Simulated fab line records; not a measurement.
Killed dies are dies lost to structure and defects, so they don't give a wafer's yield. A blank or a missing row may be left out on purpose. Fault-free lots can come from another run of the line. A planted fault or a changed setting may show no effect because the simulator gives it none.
fab line records	flow n5-finfet
record lots=6	wafers=18	last-day=17
route steps=1938 shown BEOL_M0_CUTY@701 BEOL_M0@715 BEOL_M4@1111 PASSIVATION@1936
lots with no fault: from the same line, run without faults
start-h: the number of hours between the record's first day and the start of the first shown wafer of the lot	wait-h: how many hours have passed since the lot's step before this one	" repeats the value in the row above	L1.1+2: several wafers, shown together as one row	- no value present, or no start provided	* or withheld: withheld	< > ~ a bound
route shown NAME@n: NAME is a module with steps in the file, n the number in the route of the first one	usual: mean/standard deviation of fault-free wafers	same: alike in all rows	chamber/n: place in a boat	sites: the reading at each site	_std_site: the values' standard deviation	_edge_site: mean of outer sites minus mean of inner sites	radius-mm: for every site, how far away it sits from the centre of the wafer	mask NAME#n: copy n	behind: tool/chamber where the wafer was last shaped	hold: reason for holding the lot/hours on hold/outcome of the hold	device: which transistor (n, p or np) failed to switch	end of line: the same wafers' tests at the end of the route	a step given without rows: its recipe and nothing more	killed: count of dies lost to structure and defects at first sort (not the wafer's yield)	map: per-die view of a wafer (x killed, . not killed, _ where there is no die)
set.NAME: setting as actually run; set.NAME@STEP: the setting as run at that earlier step	model.NAME: the simulator's own value behind a step, which no gauge read
lots at selected steps of the route; one table per step, one row per wafer
services: a tool's chamber out of use, with start hour (start-h, from the record's first day; less than 0 if before it), hours out, and reason
## steps
# step N5_BEOL_M0_CUTY_COAT_50
# recipe resist=SiARC	temp-c=220	time-s=60	spin-rpm=1500	resist-thk-nm=15
# step N5_BEOL_M0_CUTY_COAT_51
# recipe resist=CAR-ArF-block	spin-rpm=1500	resist-thk-nm=150
# step N5_BEOL_M0_CUTY_EBR_52
# recipe solvent=PGMEA	ebr-width-mm=1.5
# step N5_BEOL_M0_CUTY_SOFTBAKE_53
# recipe temp-c=110	time-s=60	resist=CAR-ArF-block
# step N5_BEOL_M0_CUTY_EXPOSE_54
# recipe mask-id=M0_ABLK	na=1.35	source-shape=conventional	sigma-outer=0.8	polarization=unpolarized	dose-mj=36
# step N5_BEOL_M0_CUTY_PEB_55
# recipe peb-temp-c=110	peb-time-s=60	resist=CAR-ArF-block
# step N5_BEOL_M0_CUTY_DEVELOP_56
# recipe develop-time-s=30	developer=TMAH	resist=CAR-ArF-block	rinse-liquid=diw	dry=air-spin	dev-temp-c=23
# step N5_BEOL_M0_CUTY_CD_MEAS_57
# recipe target-cd-nm=200	landing-energy-ev=500	detector=se-inlens	polarity=line
# usual cd-nm=200.3/1.1
# same landing-energy-ev=500
lot.wafer	tool	chamber	start-h	wait-h	cd-nm
L159.3	cd-sem-01	0	137.75	-	200.4
L159.4	"	0	"	"	199.1
L159.5	"	0	"	"	199.8
L163.1	cd-sem-01	0	167.51	-	200.3
L163.3	"	0	"	"	201.0
L163.4	"	0	"	"	200.2
L165.2	cd-sem-01	0	174.65	-	200.7
L165.4	"	0	"	"	201.0
L165.6	"	0	"	"	200.8
L175.1	cd-sem-01	0	235.95	-	200.3
L175.2	"	0	"	"	200.0
L175.5	"	0	"	"	200.2
L176.1	cd-sem-02	0	238.54	-	199.2
L176.2	"	0	"	"	199.9
L176.3	"	0	"	"	201.1
L177.1	cd-sem-03	0	248.50	-	201.3
L177.4	"	0	"	"	201.4
L177.6	"	0	"	"	202.4
# step N5_BEOL_M0_CUTY_OVL_MEAS_58
# recipe points-per-wafer=44
# usual M0_ABLK_OVL=-0.2/0.67
lot.wafer	tool	chamber	start-h	wait-h	M0_ABLK_OVL[nm]
L159.3	overlay-02	0	137.78	0.0	-1.2
L159.4	"	0	"	"	-0.2
L159.5	"	0	"	"	-0.8
L163.1	overlay-02	0	167.54	0.0	0.8
L163.3	"	0	"	"	0.4
L163.4	"	0	"	"	-0.3
L165.2	overlay-02	0	174.68	0.0	0.0
L165.4	"	0	"	"	0.2
L165.6	"	0	"	"	0.9
L175.1	overlay-02	0	235.98	0.0	-1.3
L175.2	"	0	"	"	-0.7
L175.5	"	0	"	"	-0.4
L176.1	overlay-01	0	238.57	0.0	-1.1
L176.2	"	0	"	"	-0.7
L176.3	"	0	"	"	-0.3
L177.1	overlay-02	0	248.53	0.0	0.3
L177.4	"	0	"	"	0.7
L177.6	"	0	"	"	-0.4
# step N5_BEOL_M0_CUTY_INSPECT_59
# recipe mode=adi	inspect-instrument=macro
# usual raw-defect-count=2.0/1.3
lot.wafer	tool	chamber	start-h	wait-h	raw-defect-count
L159.3	defect-inspect-01	-	137.81	0.0	2
L159.4	"	-	"	"	2
L159.5	"	-	"	"	3
L163.1	defect-inspect-02	-	167.56	0.0	3
L163.3	"	-	"	"	3
L163.4	"	-	"	"	2
L165.2	defect-inspect-01	-	174.71	0.0	2
L165.4	"	-	"	"	0
L165.6	"	-	"	"	1
L175.1	defect-inspect-01	-	236.00	0.0	2
L175.2	"	-	"	"	3
L175.5	"	-	"	"	0
L176.1	defect-inspect-01	-	238.59	0.0	0
L176.2	"	-	"	"	2
L176.3	"	-	"	"	3
L177.1	defect-inspect-01	-	248.55	0.0	3
L177.4	"	-	"	"	4
L177.6	"	-	"	"	3
# step N5_BEOL_M0_CUTY_DESCUM_61
# recipe chemistry=O2	time-s=7.9	source-power-w=50	bias-power-w=20	pressure-mtorr=20	rf-frequency-hz=2.712e+07	temp-c=40	resist=CAR-ArF-block	o2-flow-sccm=225
# usual drypump-motor-current-A=5.8/0.61	oes-product-au=0.77/0.085	rf-fwd-power-W=49.36/0.25	rf-vpp-V=242.9/1.3	showerhead-plenum-p-Torr=2.07/0.072	throttle-valve-pct=20.41/0.22
lot.wafer	tool	chamber	start-h	wait-h	drypump-motor-current-A	oes-product-au	rf-fwd-power-W	rf-hours-counter-h	rf-vpp-V	showerhead-plenum-p-Torr	throttle-valve-pct
L159.3	rie-diel-06	0	137.88	0.1	6.4	0.74	49.26	147	243.5	2.02	20.67
L159.4	"	1	"	"	5.8	0.67	49.71	238	243.5	2.16	20.51
L159.5	"	0	"	"	6.4	0.75	49.14	-	241.2	2.02	20.67
L163.1	rie-diel-05	3	168.13	0.6	6.7	0.73	49.38	201	242.4	1.98	20.55
L163.3	"	2	"	"	5.6	0.79	50.06	134	241.8	2.11	20.46
L163.4	"	0	"	"	5.3	0.68	49.39	221	244.1	2.17	20.55
L165.2	rie-diel-01	3	174.74	0.0	5.9	0.68	49.77	256	243.9	2.13	20.33
L165.4	"	1	"	"	5.3	0.73	48.87	173	243.8	2.07	20.64
L165.6	"	3	"	"	5.9	0.69	49.66	-	243.7	2.13	20.34
L175.1	rie-diel-06	1	236.04	0.0	5.8	0.95	49.49	7	241.9	2.15	20.18
L175.2	"	3	"	"	4.8	0.74	49.43	157	242.2	2.00	20.31
L175.5	"	1	"	"	5.8	0.95	49.38	-	244.7	2.15	20.16
L176.1	rie-diel-06	3	238.63	0.0	4.8	0.75	49.57	158	241.8	2.00	20.31
L176.2	"	1	"	"	5.8	0.95	49.62	8	244.4	2.15	20.17
L176.3	"	2	"	"	5.3	0.81	49.42	86	242.8	2.01	20.09
L177.1	rie-diel-01	0	248.78	0.2	6.2	0.92	49.28	30	245.0	2.22	19.95
L177.4	"	1	"	"	5.3	0.71	49.19	199	243.4	2.06	20.66
L177.6	"	2	"	"	6.7	0.75	49.46	-	242.5	2.10	20.52
# step N5_BEOL_M0_CUTY_ETCH_62
# recipe chemistry=CF4	target=SiARC	mask-material=CAR-ArF-block	time-s=58.5	ion-energy-ev=80	pressure-mtorr=40	source-w=545	bias-w=36	Ar_flow_sccm=100	cf4-flow-sccm=100	ends=cleared
# usual drypump-motor-current-A=5.8/0.61	etch-rf-on-time-s=58.8/1.7	oes-product-au=0.66/0.074	rf-fwd-power-W=537.6/2.8	rf-vpp-V=183.8/1.1	showerhead-plenum-p-Torr=2.12/0.064	throttle-valve-pct=15.58/0.22
lot.wafer	tool	chamber	start-h	wait-h	drypump-motor-current-A	etch-rf-on-time-s	oes-product-au	rf-fwd-power-W	rf-hours-counter-h	rf-vpp-V	showerhead-plenum-p-Torr	throttle-valve-pct
L159.3	rie-diel-06	0	137.91	0.0	6.3	58.2	0.64	535.9	147	183.6	2.06	15.78
L159.4	"	1	"	"	5.8	62.8	0.56	540.3	238	183.4	2.18	15.66
L159.5	"	0	"	"	6.4	58.4	0.64	535.2	-	183.7	2.06	15.78
L163.1	rie-diel-05	3	168.16	0.0	6.7	58.8	0.62	535.6	201	183.5	2.04	15.81
L163.3	"	2	"	"	5.6	58.7	0.67	543.2	134	184.6	2.15	15.59
L163.4	"	0	"	"	5.3	60.1	0.58	538.8	221	185.8	2.20	15.71
L165.2	rie-diel-01	3	174.78	0.0	5.9	56.7	0.59	541.9	256	184.2	2.18	15.70
L165.4	"	1	"	"	5.3	58.1	0.63	532.1	173	183.3	2.12	15.84
L165.6	"	3	"	"	5.9	57.2	0.59	538.9	-	184.8	2.18	15.71
L175.1	rie-diel-06	1	236.08	0.0	5.8	60.2	0.79	541.6	7	184.6	2.18	15.20
L175.2	"	3	"	"	4.8	57.5	0.64	537.5	157	182.5	2.05	15.53
L175.5	"	1	"	"	5.8	60.1	0.79	539.0	-	184.2	2.18	15.20
L176.1	rie-diel-06	3	238.66	0.0	4.8	57.2	0.65	540.0	158	181.4	2.05	15.51
L176.2	"	1	"	"	5.8	59.8	0.79	539.5	8	184.9	2.18	15.22
L176.3	"	2	"	"	5.3	59.3	0.69	538.2	86	182.7	2.07	15.30
L177.1	rie-diel-01	0	248.81	0.0	6.2	56.9	0.78	532.5	30	185.4	2.26	15.13
L177.4	"	1	"	"	5.3	58.8	0.61	534.5	199	184.2	2.11	15.90
L177.6	"	2	"	"	6.7	58.9	0.63	538.6	-	185.3	2.13	15.63
# step N5_BEOL_M0_CUTY_ETCH_63
# recipe chemistry=N2/H2	target=SOC	target-depth-a=827	overetch-a=165	mask-material=SiARC	temp-c=40	ion-energy-ev=200	time-s=124	pressure-mtorr=30	source-w=840	bias-w=150	n2-flow-sccm=200	h2-flow-sccm=200
# usual drypump-motor-current-A=5.8/0.61	oes-product-au=0.64/0.064	rf-fwd-power-W=836.8/2.8	rf-vpp-V=523.2/2.4	showerhead-plenum-p-Torr=2.52/0.083	throttle-valve-pct=17.84/0.18
lot.wafer	tool	chamber	start-h	wait-h	drypump-motor-current-A	oes-product-au	rf-fwd-power-W	rf-hours-counter-h	rf-vpp-V	showerhead-plenum-p-Torr	throttle-valve-pct	model.SiO2_of_BEOL_M0_SAQP_SPACER2_ALD_26.thk-nm
L159.3	rie-diel-06	0	137.96	0.0	6.4	0.62	832.3	147	520.2	2.45	17.94	7
L159.4	"	1	"	"	5.8	0.56	841.3	238	527.2	2.62	17.97	7.2
L159.5	"	0	"	"	6.3	0.61	828.1	-	521.8	2.45	17.94	7
L163.1	rie-diel-05	3	168.21	0.0	6.7	0.60	835.2	201	520.6	2.41	18.03	7.2
L163.3	"	2	"	"	5.6	0.65	841.8	134	523.4	2.54	17.70	7
L163.4	"	0	"	"	5.3	0.57	841.7	221	525.9	2.63	17.99	7.2
L165.2	rie-diel-01	3	174.82	0.0	5.9	0.56	840.8	256	525.8	2.60	17.80	7.2
L165.4	"	1	"	"	5.3	0.61	833.3	173	522.1	2.53	18.01	7.2
L165.6	"	3	"	"	5.9	0.57	837.8	-	524.8	2.60	17.80	7.2
L175.1	rie-diel-06	1	236.13	0.0	5.8	0.77	1041.2	7	490.4	2.61	17.60	6.6
L175.2	"	3	"	"	4.8	0.62	1035.9	157	485.1	2.45	17.89	6.4
L175.5	"	1	"	"	5.8	0.77	1032.4	-	489.6	2.61	17.58	6.6
L176.1	rie-diel-06	3	238.71	0.0	4.8	0.62	1042.5	158	485.8	2.45	17.88	6.4
L176.2	"	1	"	"	5.8	0.77	1040.9	8	491.0	2.61	17.59	6.6
L176.3	"	2	"	"	5.3	0.66	1038.0	86	487.8	2.47	17.61	6.4
L177.1	rie-diel-01	0	248.86	0.0	6.2	0.74	834.9	30	527.6	2.71	17.59	7
L177.4	"	1	"	"	5.3	0.59	835.6	199	523.3	2.52	18.06	7.2
L177.6	"	2	"	"	6.7	0.61	837.1	-	522.6	2.53	17.83	7.2
# step N5_BEOL_M0_CUTY_STRIP_64
# recipe chemistry=N2/H2	temp-c=40	n2-flow-sccm=200	h2-flow-sccm=200	rf-frequency-hz=6e+07
# step N5_BEOL_M0_ETCH_138
# recipe chemistry=CH3F/O2	target-depth-a=120	target=SiCN	time-s=31.6	ion-energy-ev=120	pressure-mtorr=30	source-w=395	bias-w=75	Ar_flow_sccm=150	CH3F_flow_sccm=30	O2_flow_sccm=20	ends=cleared
# usual drypump-motor-current-A=5.8/0.61	etch-rf-on-time-s=29.5/1	oes-product-au=0.66/0.073	rf-fwd-power-W=386.2/1.9	rf-vpp-V=296.9/1.4	showerhead-plenum-p-Torr=1.98/0.062	throttle-valve-pct=16.28/0.21
lot.wafer	tool	chamber	start-h	wait-h	drypump-motor-current-A	etch-rf-on-time-s	oes-product-au	rf-fwd-power-W	rf-hours-counter-h	rf-vpp-V	showerhead-plenum-p-Torr	throttle-valve-pct
L159.3	rie-diel-06	0	138.08	0.0	6.4	30.1	0.64	385.2	147	295.2	1.92	16.46
L159.4	"	1	"	"	5.8	31.2	0.55	385.8	238	296.6	2.04	16.34
L159.5	"	0	"	"	6.4	29.9	0.64	383.6	-	294.7	1.92	16.48
L163.1	rie-diel-05	3	168.33	0.0	6.7	29.6	0.61	384.1	201	297.5	1.90	16.49
L163.3	"	2	"	"	5.6	29.1	0.67	388.8	134	297.1	2.02	16.35
L163.4	"	0	"	"	5.2	30.3	0.58	384.9	221	296.8	2.05	16.35
L165.2	rie-diel-01	3	174.95	0.0	5.9	28.5	0.59	387.4	256	299.1	2.04	16.38
L165.4	"	1	"	"	5.3	29.0	0.63	384.7	173	297.8	1.98	16.52
L165.6	"	3	"	"	5.9	29.1	0.59	389.6	-	297.6	2.04	16.37
L175.1	rie-diel-06	1	236.25	0.0	5.8	29.5	0.79	385.5	8	298.4	2.04	15.89
L175.2	"	3	"	"	4.8	29.0	0.63	386.7	157	295.3	1.92	16.27
L175.5	"	1	"	"	5.8	30.0	0.79	385.2	-	297.4	2.04	15.90
L176.1	rie-diel-06	3	238.83	0.0	4.8	29.2	0.64	386.7	158	296.2	1.92	16.29
L176.2	"	1	"	"	5.8	30.4	0.79	386.3	8	297.9	2.04	15.91
L176.3	"	2	"	"	5.3	28.6	0.69	385.8	86	296.8	1.93	15.99
L177.1	rie-diel-01	0	248.98	0.0	6.2	29.5	0.78	387.4	30	300.4	2.13	15.85
L177.4	"	1	"	"	5.2	30.3	0.61	386.2	199	296.6	1.97	16.56
L177.6	"	2	"	"	6.7	29.9	0.63	383.0	-	297.6	1.98	16.25
# step N5_BEOL_M0_HM_OPEN_105
# recipe chemistry=Cl2/BCl3	target-depth-a=120	target=TiN	ion-energy-ev=150	pressure-mtorr=10	icp-w=1000	bias-w=126	Cl2_flow_sccm=53.25	bcl3-flow-sccm=21.75	Ar_flow_sccm=25
# usual bcl3-flow-sccm=21.74/0.065	drypump-motor-current-A=6.0/0.39	oes-product-au=0.73/0.095	rf-fwd-power-W=996/3.4	throttle-valve-pct=21.95/0.26
lot.wafer	tool	chamber	start-h	wait-h	bcl3-flow-sccm	drypump-motor-current-A	oes-product-au	rf-fwd-power-W	rf-hours-counter-h	throttle-valve-pct	model.SiO2_of_BEOL_M0_SAQP_SPACER2_ALD_26.thk-nm
L159.3	rie-metal-02	1	138.23	0.1	21.70	6.0	0.88	996	-	21.94	2.6
L159.4	"	0	"	"	21.75	5.9	0.63	997	-	22.28	3
L159.5	"	0	"	"	21.72	5.9	0.63	1000	-	22.27	2.6
L163.1	rie-metal-01	1	169.78	1.4	21.83	6.3	0.83	994	20	21.55	3
L163.3	"	0	"	"	21.65	6.2	0.67	998	-	22.06	2.8
L163.4	"	1	"	"	21.80	6.3	0.82	1000	-	21.55	2.8
L165.2	rie-metal-03	0	175.10	0.1	21.78	5.3	0.64	1000	109	21.74	2.8
L165.4	"	0	"	"	21.82	5.3	0.64	998	-	21.76	2.8
L165.6	"	0	"	"	21.86	5.3	0.64	1001	-	21.74	2.8
L175.1	rie-metal-01	0	240.80	4.5	21.64	6.3	0.65	993	102	22.07	2.4
L175.2	"	1	"	"	21.72	6.3	0.81	998	26	21.54	2
L175.5	"	1	"	"	21.66	6.3	0.81	1002	-	21.55	2.4
L176.1	rie-metal-03	0	240.84	2.0	21.69	5.3	0.63	998	115	21.75	2
L176.2	"	1	"	"	21.69	6.4	0.71	994	64	22.22	2.2
L176.3	"	0	"	"	21.70	5.3	0.64	996	-	21.74	2
L177.1	rie-metal-03	1	249.68	0.7	21.78	6.4	0.71	992	65	22.23	2.6
L177.4	"	0	"	"	21.64	5.3	0.63	998	-	21.74	2.8
L177.6	"	0	"	"	21.62	5.3	0.63	1002	-	21.73	2.8
# step N5_BEOL_M0_STRIP_140
# recipe chemistry=CF4	resist=SiARC	power-w=300	bias-power-w=75	pressure-mtorr=50	cf4-flow-sccm=150	rf-frequency-hz=6e+07
# usual drypump-motor-current-A=5.7/0.6	oes-product-au=0.76/0.068	rf-fwd-power-W=292.7/0.95	rf-vpp-V=270.6/1.6	showerhead-plenum-p-Torr=1.77/0.053	throttle-valve-pct=13.57/0.22
lot.wafer	tool	chamber	start-h	wait-h	drypump-motor-current-A	oes-product-au	rf-fwd-power-W	rf-hours-counter-h	rf-vpp-V	showerhead-plenum-p-Torr	throttle-valve-pct
L159.3	rie-diel-05	0	138.41	0.1	5.3	0.69	292.9	211	273.3	1.86	13.74
L159.4	"	2	"	"	5.6	0.78	292.3	122	272.1	1.80	13.53
L159.5	"	1	"	"	5.9	0.84	292.9	-	270.9	1.75	13.54
L163.1	rie-diel-06	3	169.95	0.1	4.8	0.76	291.8	129	270.5	1.72	13.45
L163.3	"	1	"	"	5.8	0.67	294.6	249	272.3	1.83	13.74
L163.4	"	0	"	"	6.4	0.72	293.5	158	268.9	1.73	13.77
L165.2	rie-diel-06	2	175.57	0.4	5.3	0.83	293.0	63	269.7	1.74	13.25
L165.4	"	3	"	"	4.8	0.76	292.0	-	269.1	1.72	13.45
L165.6	"	2	"	"	5.3	0.83	292.2	-	269.1	1.74	13.24
L175.1	rie-diel-06	3	240.97	0.1	4.8	0.74	292.7	159	269.1	1.71	13.49
L175.2	"	2	"	"	5.3	0.80	292.9	87	268.9	1.74	13.28
L175.5	"	3	"	"	4.8	0.74	291.7	-	270.6	1.71	13.50
L176.1	rie-diel-05	1	241.01	0.1	6.0	0.81	291.2	89	267.9	1.74	13.59
L176.2	"	0	"	"	5.3	0.66	294.0	247	273.4	1.85	13.82
L176.3	"	3	"	"	6.7	0.70	293.9	228	267.5	1.71	13.85
L177.1	rie-diel-06	3	249.85	0.1	4.8	0.74	293.7	164	270.6	1.71	13.51
L177.4	"	0	"	"	6.4	0.71	294.4	184	269.6	1.72	13.84
L177.6	"	3	"	"	4.8	0.74	293.3	-	270.5	1.71	13.52
# step N5_BEOL_M4_RC_MEAS_101
# usual DIBL_N=36.5/2	DIBL_P=36.5/2.3	IOFF_N=0.16/0.036	IOFF_P=0.21/0.037	ION_N=672/12	ION_P=459/7.1	SS_N=71.6/0.73	SS_P=73.4/0.76	VT_N=250/3.3	VT_P=-250.5/2.9
lot.wafer	tool	chamber	start-h	wait-h	DIBL_N[mV/V]	DIBL_P[mV/V]	IOFF_N[nA/um]	IOFF_P[nA/um]	ION_N[uA/um]	ION_P[uA/um]	SS_N[mV/dec]	SS_P[mV/dec]	VT_N[mV]	VT_P[mV]
L159.3	prober-01	0	199.73	0.3	36.9	35.4	0.15	0.18	661	446	71.9	73.3	252	-254.4
L159.4	"	0	"	"	34.8	33.5	0.12	0.17	655	448	70.8	72.5	253	-254.3
L159.5	"	0	"	"	39.9	40.3	0.22	0.28	683	467	71.9	74.7	245	-246.8
L163.1	prober-01	0	226.88	0.0	35.7	34.9	0.14	0.17	661	450	70.6	73.3	253	-253.3
L163.3	"	0	"	"	35.6	35.4	0.13	0.17	656	451	70.5	73.1	253	-254.8
L163.4	"	0	"	"	38.8	37.9	0.21	0.23	682	464	72.0	74.3	246	-250.4
L165.2	prober-01	0	230.02	0.2	36.3	37.2	0.16	0.21	665	459	71.8	73.7	253	-249.4
L165.4	"	0	"	"	34.7	35.6	0.14	0.20	671	463	71.6	72.3	252	-250.4
L165.6	"	0	"	"	37.3	37.0	0.18	0.23	652	449	72.4	73.4	252	-250.0
L176.1	prober-01	0	297.09	0.1	36.4	36.7	0.16	0.22	673	460	71.3	73.1	250	-250.8
L176.2	"	0	"	"	39.6	40.7	0.24	0.29	696	467	72.8	74.5	242	-244.7
L176.3	"	0	"	"	34.6	35.0	0.13	0.18	672	457	71.8	72.6	252	-252.3
L175.1	prober-02	0	297.75	0.0	35.9	35.4	0.14	0.17	673	456	71.2	73.2	253	-256.2
L175.2	"	0	"	"	36.1	36.0	0.13	0.18	663	453	71.7	72.7	254	-255.0
L175.5	"	0	"	"	37.2	37.3	0.16	0.20	682	459	71.3	73.0	251	-253.5
L177.1	prober-01	0	309.25	0.0	37.3	40.0	0.21	0.28	689	471	71.6	74.9	245	-244.4
L177.4	"	0	"	"	38.8	39.3	0.26	0.27	668	460	73.0	74.5	246	-246.3
L177.6	"	0	"	"	36.9	38.2	0.20	0.26	683	466	71.9	73.5	247	-247.0
# step N5_PASSIVATION_PROBE_49
# usual defect-limited-yield=91.4/1.4	killed_at_M0_to_M3=33/11	killed_at_M4_up=13/5.3	killed-at-contacts=13/6.1	killed-at-front-end=40/11	killed-at-other=2.9/2.7	killed-dies=102/17	killed-open=68/13	killed-short=32/7.5	sort_bin_5_function=5.1/0.98	sort_bin_6_memory=3.2/0.69	sort-n-pass=1077/21	sort-yield-pct=91.3/1.7
# same gross-dies=1180	killed-at-back-side=0	sort_bin_4_leakage[%]=0	sort_bin_8_speed[%]=0
lot.wafer	tool	chamber	start-h	wait-h	defect-limited-yield[%]	killed_at_M0_to_M3	killed_at_M4_up	killed-at-contacts	killed-at-front-end	killed-at-other	killed-dies	killed-open	killed-short	sort_bin_5_function[%]	sort_bin_6_memory[%]	sort-n-pass	sort-yield-pct[%]
L159.3	prober-02	-	316.87	0.1	92.1	29	10	7	44	3	93	67	23	4.7	2.9	1087	92.1
L159.4	prober-02	-	316.92	0.2	89.6	45	18	14	44	2	123	79	41	7.4	2.6	1057	89.6
L159.5	prober-02	-	316.97	0.2	91.7	40	12	10	34	2	98	59	39	4.9	3.0	1082	91.7
L175.1	prober-01	-	408.97	0.0	92.3	34	9	18	21	9	91	68	22	4.6	3.1	1089	92.3
L175.2	prober-01	-	409.02	0.1	90.3	53	9	16	33	4	115	84	30	5.3	4.2	1065	90.3
L175.5	prober-01	-	409.17	0.2	90.4	45	20	21	26	1	113	82	28	6.1	3.3	1067	90.4
L176.3	prober-02	-	411.30	0.1	91.9	34	15	13	29	4	95	61	34	4.6	3.1	1085	91.9
# killed by level:class
L159.3 STI_FIN_REVEAL:geometric-particle:open=8 BEOL_M0_SAQP:geometric-particle:open=8 BEOL_M3:geometric-particle:open=7 MOL_CONTACT_COAG:geometric-particle:open=6 BEOL_M1:geometric-particle:open=5 GATE_CUT:geometric-particle:short=5 BEOL_M2:geometric-particle:open=5 FIN_SAQP:geometric-particle:open=4
L159.4 MOL_CONTACT_COAG:geometric-particle:open=13 STI_FIN_REVEAL:geometric-particle:open=12 BEOL_M0_SAQP:geometric-particle:open=12 BEOL_M0_SAQP:geometric-particle:short=10 BEOL_M4:geometric-particle:open=8 FIN_SAQP:geometric-particle:open=7 BEOL_M1:geometric-particle:open=6 FIN_SAQP:geometric-particle:short=5
L159.5 BEOL_M0_SAQP:geometric-particle:open=11 BEOL_M0_SAQP:geometric-particle:short=10 FIN_SAQP:geometric-particle:open=8 BEOL_M3:geometric-particle:open=8 MOL_CONTACT_COAG:geometric-particle:open=7 FIN_SAQP:geometric-particle:short=6 STI_FIN_REVEAL:geometric-particle:open=6 BEOL_M1:geometric-particle:open=5
L175.1 MOL_CONTACT_COAG:geometric-particle:open=17 STI_FIN_REVEAL:geometric-particle:open=9 BEOL_M0_SAQP:geometric-particle:open=9 BEOL_M0_SAQP:geometric-particle:short=6 PASS1_CAP:geometric-particle:open=6 BEOL_M1:geometric-particle:open=5 BEOL_M2:geometric-particle:open=4 BEOL_M3:geometric-particle:open=4
L175.2 BEOL_M2:geometric-particle:open=14 MOL_CONTACT_COAG:geometric-particle:open=12 BEOL_M1:geometric-particle:open=12 STI_FIN_REVEAL:geometric-particle:open=11 BEOL_M0_SAQP:geometric-particle:open=10 BEOL_M0_SAQP:geometric-particle:short=8 DUMMY_GATE:geometric-particle:open=5 BEOL_M3:geometric-particle:open=4
L175.5 MOL_CONTACT_COAG:geometric-particle:open=17 BEOL_M4:geometric-particle:open=11 BEOL_M0_SAQP:geometric-particle:short=9 BEOL_M1:geometric-particle:open=9 BEOL_M2:geometric-particle:open=8 BEOL_M0_SAQP:geometric-particle:open=7 BEOL_M3:geometric-particle:open=6 STI_FIN_REVEAL:geometric-particle:open=5
L176.3 BEOL_M1:geometric-particle:open=11 FIN_SAQP:geometric-particle:short=9 BEOL_M2:geometric-particle:open=9 MOL_CONTACT_COAG:geometric-particle:open=8 BEOL_M4:geometric-particle:open=7 FIN_SAQP:geometric-particle:open=6 BEOL_M0_SAQP:geometric-particle:open=6 MOL_CONTACT_COAG:geometric-particle:short=5
## services
tool	chamber	start-h	hours	kind
rie-diel-05	1	116.27	3.7	repair
rie-diel-06	2	128.59	2.3	repair
rie-metal-02	-	130.88	1.4	pm
rie-metal-02	-	140.17	10.0	pm
rie-diel-01	0	153.21	-	clean
rie-diel-01	0	153.21	-	consumable-replace:focus-ring
rie-diel-01	0	153.21	-	consumable-replace:showerhead
rie-diel-05	0	156.68	4.6	repair
rie-diel-06	1	173.05	-	clean
rie-diel-06	1	173.05	-	consumable-replace:focus-ring
rie-diel-06	1	173.05	16.4	scheduled-down
rie-diel-06	1	173.05	16.4	vent-cycle
rie-diel-06	0	176.57	2.9	repair
rie-diel-01	3	183.44	7.2	repair
rie-metal-03	1	198.33	4.6	repair
rie-diel-06	1	199.25	14.5	repair
rie-diel-06	-	209.18	0.3	repair
rie-diel-06	-	210.01	4.8	repair
rie-diel-06	1	216.20	8.8	repair
rie-diel-06	2	216.94	4.0	repair
rie-metal-03	0	219.50	2.8	repair
rie-diel-06	0	227.20	14.4	repair
rie-diel-05	-	236.83	0.2	repair
rie-diel-06	2	241.76	6.5	repair
## key
first-sign step=N5_BEOL_M0_CUTY_ETCH_63	reading=rf-fwd-power-W	direction=up	sigmas=72	usual=*	struck=*
effect step=N5_BEOL_M0_CUTY_ETCH_63	reading=rf-vpp-V	direction=down	sigmas=15	usual=523.2	struck=488.3
model-effect step=N5_BEOL_M0_CUTY_ETCH_63	value=SiO2_of_BEOL_M0_SAQP_SPACER2_ALD_26.thk-nm	without=7.133	struck=6.5
model-effect step=N5_BEOL_M0_HM_OPEN_105	value=SiO2_of_BEOL_M0_SAQP_SPACER2_ALD_26.thk-nm	without=2.833	struck=2.167
met-at N5_BEOL_M0_CUTY_ETCH_63
struck-wafers L175.1,L175.2,L175.5,L176.1,L176.2,L176.3
onset-between 137.96 236.13
fault kind=process-parameter-drift	tool=rie-diel-06	chamber=-	onset-h=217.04	steps=N5_BEOL_M0_CUTY_ETCH_63	channel=source-w	offset=201.6	shape=step	end-h=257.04	acts-in=these-recipes-only	stated=840
